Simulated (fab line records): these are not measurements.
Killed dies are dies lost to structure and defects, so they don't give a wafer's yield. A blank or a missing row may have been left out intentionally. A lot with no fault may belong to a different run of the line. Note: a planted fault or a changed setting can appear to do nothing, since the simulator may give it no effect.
Lot-split experiment | flow n5-finfet | route with 1938 steps; 7 lots, 39 wafers read

## ABOUT THE SPLIT
At N5_BEOL_M8_DEP_56 (deposits SiCN from 3MS/NH3, target thk 10 nm, time 17.5 s), the setting target-thk-a was moved away from the recipe's 100 angstrom on 12 of the 39 wafers read, by -40.2% to -25.7%. For the rest of the wafers, this setting stayed at what the recipe calls for.

Reading taken at the split's own step.

## THE READING
SiCN_of_BEOL_M8_DEP_56.thk-nm (the simulator's own value, which no gauge read), in nm, at N5_BEOL_M8_DEP_56 (deposits SiCN from 3MS/NH3, target thk 10 nm, time 17.5 s). There is no usual value for it anywhere in the file. The 27 wafers here that ran the recipe average 10.0 nm, standard deviation 0.16 nm.

wafer  | tool, chamber at the split | target-thk-a as run, angstrom | against the recipe | SiCN_of_BEOL_M8_DEP_56.thk-nm, nm | against lot-mates on the recipe
L074.1 | pecvd-01, 1                | 59.84                         | -40.2%             | 5.8                               | -4.0
L074.2 | pecvd-01, 2,0              | 59.84                         | -40.2%             | 6                                 | -3.8
L074.6 | pecvd-01, 2,0              | 59.84                         | -40.2%             | 6                                 | -3.8
L074.3 | pecvd-01, 0                | 100                           | recipe             | 9.6                               | -
L074.4 | pecvd-01, 2                | 100                           | recipe             | 10                                | -
L074.5 | pecvd-01, 1                | 100                           | recipe             | 9.8                               | -
L076.1 | pecvd-04, 1,0,1,1          | 100                           | recipe             | 10                                | -
L076.2 | pecvd-04, 1,0,1,1          | 100                           | recipe             | 10                                | -
L076.4 | pecvd-04, 1,0,1,1          | 100                           | recipe             | 10                                | -
L076.5 | pecvd-04, 1,0,1,1          | 100                           | recipe             | 10                                | -
L076.3 | pecvd-04, 0                | 100                           | recipe             | 9.8                               | -
L076.6 | pecvd-04, 0                | 100                           | recipe             | 9.8                               | -
L077.1 | pecvd-01, 1,2,0            | 100                           | recipe             | 10                                | -
L077.3 | pecvd-01, 1,2,0            | 100                           | recipe             | 10                                | -
L077.5 | pecvd-01, 1,2,0            | 100                           | recipe             | 10                                | -
L077.2 | pecvd-01, 0                | 74.31                         | -25.7%             | 7.4                               | -2.6
L077.4 | pecvd-01, 1,2              | 74.31                         | -25.7%             | 7.6                               | -2.4
L077.6 | pecvd-01, 1,2              | 74.31                         | -25.7%             | 7.6                               | -2.4
L078.1 | pecvd-01, 1                | 100                           | recipe             | 9.6                               | -
L078.2 | pecvd-01, 0                | 100                           | recipe             | 9.8                               | -
L078.5 | pecvd-01, 0                | 100                           | recipe             | 9.8                               | -
L093.1 | pecvd-04, 1,0,2,1          | 100                           | recipe             | 10                                | -
L093.2 | pecvd-04, 1,0,2,1          | 100                           | recipe             | 10                                | -
L093.3 | pecvd-04, 1,0,2,1          | 100                           | recipe             | 10                                | -
L093.4 | pecvd-04, 1,0,2,1          | 100                           | recipe             | 10                                | -
L093.5 | pecvd-04, 2,0              | 100                           | recipe             | 10.2                              | -
L093.6 | pecvd-04, 2,0              | 100                           | recipe             | 10.2                              | -
L091.1 | pecvd-01, 2                | 61.5                          | -38.5%             | 6.2                               | -3.9
L091.2 | pecvd-01, 1                | 100                           | recipe             | 10                                | -
L091.3 | pecvd-01, 0                | 61.5                          | -38.5%             | 6                                 | -4.1
L091.4 | pecvd-01, 2                | 61.5                          | -38.5%             | 6.6                               | -3.5
L091.5 | pecvd-01, 1,0              | 100                           | recipe             | 10.2                              | -
L091.6 | pecvd-01, 1,0              | 100                           | recipe             | 10.2                              | -
L095.1 | pecvd-04, 1                | 100                           | recipe             | 9.8                               | -
L095.2 | pecvd-04, 0                | 67.83                         | -32.2%             | 6.6                               | -3.4
L095.3 | pecvd-04, 2                | 67.83                         | -32.2%             | 6.8                               | -3.2
L095.5 | pecvd-04, 2                | 67.83                         | -32.2%             | 6.8                               | -3.2
L095.4 | pecvd-04, 0                | 100                           | recipe             | 10                                | -
L095.6 | pecvd-04, 1                | 100                           | recipe             | 10.2                              | -
The file does not say which wafer passed through which chamber wherever a row lists several chambers: such a row stands for several wafers.

FIT RESULTS
A straight line over all 39 wafers: SiCN_of_BEOL_M8_DEP_56.thk-nm changes by +0.0983 nm for each +1% of target-thk-a; r = +0.99; the points scatter about the line by 0.17 nm.
The same after taking each lot's own level away (the mean of its wafers on the recipe; 39 wafers): +0.0987 nm for each +1%; r = +1.00; scatter 0.13 nm.
According to that fit, moving target-thk-a by its largest amount changes the reading by 4 nm.
The span of the lots' own levels, 9.73 to 10.13 nm, comes to 2.4 times the standard deviation stated above.
The two slopes are in agreement: the lot-to-lot level therefore moves the slope only a little.
Check: -3.96 nm against its lot-mates is what the line predicts for one of the wafers moved furthest among these (-40.2%) when that wafer is left out of the fit. It came out at -4 nm against them.

## OTHER SPLITS ON THESE WAFERS
Note: prior to the reading, these wafers also went through further splits. Each is held against what the fit with the lots' levels taken away leaves over:
other split on the same wafers              | wafers away from the commonest value | r with SiCN_of_BEOL_M8_DEP_56.thk-nm (lot level and that fit taken away)
N5_BEOL_M0_SAQP_SPACER2_ALD_26 target-thk-a | 6                                    | -0.21
N5_BEOL_M1_ILD_DEP_00 time-s                | 12                                   | +0.10
N5_BEOL_M2_VIA_ETCH_34 time-s               | 15                                   | +0.00

## FILE'S OWN FIT
SiCN_of_BEOL_M8_DEP_56.thk-nm changes by +0.0987 nm for each +1% of target-thk-a, r = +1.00.
